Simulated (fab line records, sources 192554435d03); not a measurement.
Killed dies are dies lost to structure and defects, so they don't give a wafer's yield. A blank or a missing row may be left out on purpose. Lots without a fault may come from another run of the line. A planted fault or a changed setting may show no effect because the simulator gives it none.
Chamber matching | flow n5_finfet | N5_BEOL_M14_ETCH_59 on rie_diel-04: 4 sister chambers
The step etches BARC in N2/H2, target depth 89 nm, overetch 26.7 nm, time 67.9 s. 16 wafers are shown with their chamber, then 8 later ones without.

WAFERS WITH THEIR CHAMBER
wafer  | chamber | showerhead_plenum_p_Torr (Torr) | drypump_motor_current_A (A) | throttle_valve_pct (%)
L076.1 | 2       | 2.51                            | 6.4                         | 18.24
L076.2 | 0       | 2.61                            | 6.6                         | 17.70
L076.4 | 3       | 2.44                            | 6.1                         | 17.73
L077.2 | 3       | 2.44                            | 6.1                         | 17.73
L077.3 | 0       | 2.61                            | 6.6                         | 17.71
L077.5 | 0       | 2.61                            | 6.6                         | 17.71
L078.2 | 3       | 2.44                            | 6.1                         | 17.75
L078.3 | 0       | 2.61                            | 6.6                         | 17.71
L078.6 | 1       | 2.61                            | 6.1                         | 17.36
L080.4 | 1       | 2.60                            | 6.1                         | 17.34
L080.5 | 0       | 2.61                            | 6.6                         | 17.73
L080.6 | 3       | 2.44                            | 6.1                         | 17.75
L081.3 | 1       | 2.60                            | 6.1                         | 17.35
L081.4 | 3       | 2.43                            | 6.0                         | 17.76
L081.5 | 1       | 2.60                            | 6.1                         | 17.35
L088.1 | 0       | 2.60                            | 6.6                         | 17.34

SIGNATURES (means of the wafers above)
reading                  | chamber 0 | chamber 1 | chamber 2 | chamber 3 | scatter within a chamber
showerhead_plenum_p_Torr | 2.6083    | 2.6025    | 2.5100    | 2.4380    | 0.00446
drypump_motor_current_A  | 6.600     | 6.100     | 6.400     | 6.080     | 0.0258
throttle_valve_pct       | 17.6500   | 17.3500   | 18.2400   | 17.7440   | 0.0986
Rule: a wafer's distance from a chamber is the root of the sum, over the readings, of the square of ((its reading less the chamber's mean) divided by the reading's scatter). The wafer belongs to the nearest chamber; if the next one is less than 2 further off, it can't be placed. The scatter: the root of (the sum of the squares of (reading less its chamber's mean) over the shown wafers, divided by (wafers less chambers)).

WAFERS WITHOUT THEIR CHAMBER
wafer  | showerhead_plenum_p_Torr (Torr) | drypump_motor_current_A (A) | throttle_valve_pct (%)
L088.4 | 2.59                            | 6.1                         | 17.40
L088.5 | 2.43                            | 6.1                         | 17.79
L091.1 | 2.50                            | 6.4                         | 17.86
L091.4 | 2.59                            | 6.1                         | 17.39
L091.5 | 2.59                            | 6.1                         | 17.39
L095.3 | 2.59                            | 6.1                         | 17.41
L095.5 | 2.59                            | 6.1                         | 17.41
L095.6 | 2.59                            | 6.6                         | 17.40

WHICH CHAMBER EACH WENT THROUGH
wafer  | from the rows above | in truth
L088.4 | 1                   | 1
L088.5 | 3                   | 3
L091.1 | 2                   | 2
L091.4 | 1                   | 1
L091.5 | 1                   | 1
L095.3 | 1                   | 1
L095.5 | 1                   | 1
L095.6 | 0                   | 0
Placed correctly: 8 of 8. Can't be placed from these rows: 0. Placed wrongly: 0.
